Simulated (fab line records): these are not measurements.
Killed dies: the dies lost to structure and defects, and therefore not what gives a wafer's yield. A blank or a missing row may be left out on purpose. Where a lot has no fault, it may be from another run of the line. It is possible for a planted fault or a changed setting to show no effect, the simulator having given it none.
Matching of chambers || flow n5-finfet || ald-metal-01 running N5_BEOL_M10_ALD_74: 4 sister chambers
The step deposits TaN, target thk 2 nm, pulse time 2 s, purge time 3 s. 8 wafers are shown with their chamber, then 10 later ones without.

## EACH WAFER AND ITS CHAMBER
{"wafer": "L081.1", "chamber": 3, "heater-power-w (W)": 379}
{"wafer": "L083.4", "chamber": 0, "heater-power-w (W)": 429}
{"wafer": "L083.5", "chamber": 1, "heater-power-w (W)": 351}
{"wafer": "L086.1", "chamber": 0, "heater-power-w (W)": 429}
{"wafer": "L086.2", "chamber": 2, "heater-power-w (W)": 341}
{"wafer": "L086.5", "chamber": 1, "heater-power-w (W)": 344}
{"wafer": "L088.1", "chamber": 3, "heater-power-w (W)": 375}
{"wafer": "L088.5", "chamber": 2, "heater-power-w (W)": 343}

## WAFERS WITH NO CHAMBER GIVEN
{"wafer": "L088.6", "heater-power-w (W)": 388}
{"wafer": "L091.4", "heater-power-w (W)": 371}
{"wafer": "L091.5", "heater-power-w (W)": 431}
{"wafer": "L091.6", "heater-power-w (W)": 379}
{"wafer": "L092.1", "heater-power-w (W)": 351}
{"wafer": "L092.2", "heater-power-w (W)": 430}
{"wafer": "L092.4", "heater-power-w (W)": 345}
{"wafer": "L096.1", "heater-power-w (W)": 357}
{"wafer": "L096.4", "heater-power-w (W)": 419}
{"wafer": "L096.5", "heater-power-w (W)": 340}

## CHAMBER TAKEN BY EACH
{"wafer": "L088.6", "from the rows above": 3, "in truth": 3}
{"wafer": "L091.4", "from the rows above": 3, "in truth": 3}
{"wafer": "L091.5", "from the rows above": 0, "in truth": 0}
{"wafer": "L091.6", "from the rows above": 3, "in truth": 3}
{"wafer": "L092.1", "from the rows above": "can't be placed: 1 or 2", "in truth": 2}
{"wafer": "L092.2", "from the rows above": 0, "in truth": 0}
{"wafer": "L092.4", "from the rows above": "can't be placed: 1 or 2", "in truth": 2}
{"wafer": "L096.1", "from the rows above": "can't be placed: 1 or 2", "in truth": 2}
{"wafer": "L096.4", "from the rows above": 0, "in truth": 0}
{"wafer": "L096.5", "from the rows above": "can't be placed: 2 or 1", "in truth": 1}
6 of 10 placed correctly. Can't be placed from these rows: 4 (the true chamber is among the candidates in 4). Wrongly placed: 0.
How it was worked out, from the rows above alone: a wafer's distance from a chamber is the root of the sum, over the readings, of the square of ((its reading less the chamber's mean) divided by the reading's scatter). If the next closest chamber is less than 2 further off than the closest, the wafer can't be placed; otherwise it belongs to the closest. Each chamber's mean is taken over the wafers shown for it. The scatter: take each reading less its chamber's mean, square it, sum over the shown wafers, divide by the number of wafers less the number of chambers, and take the root.
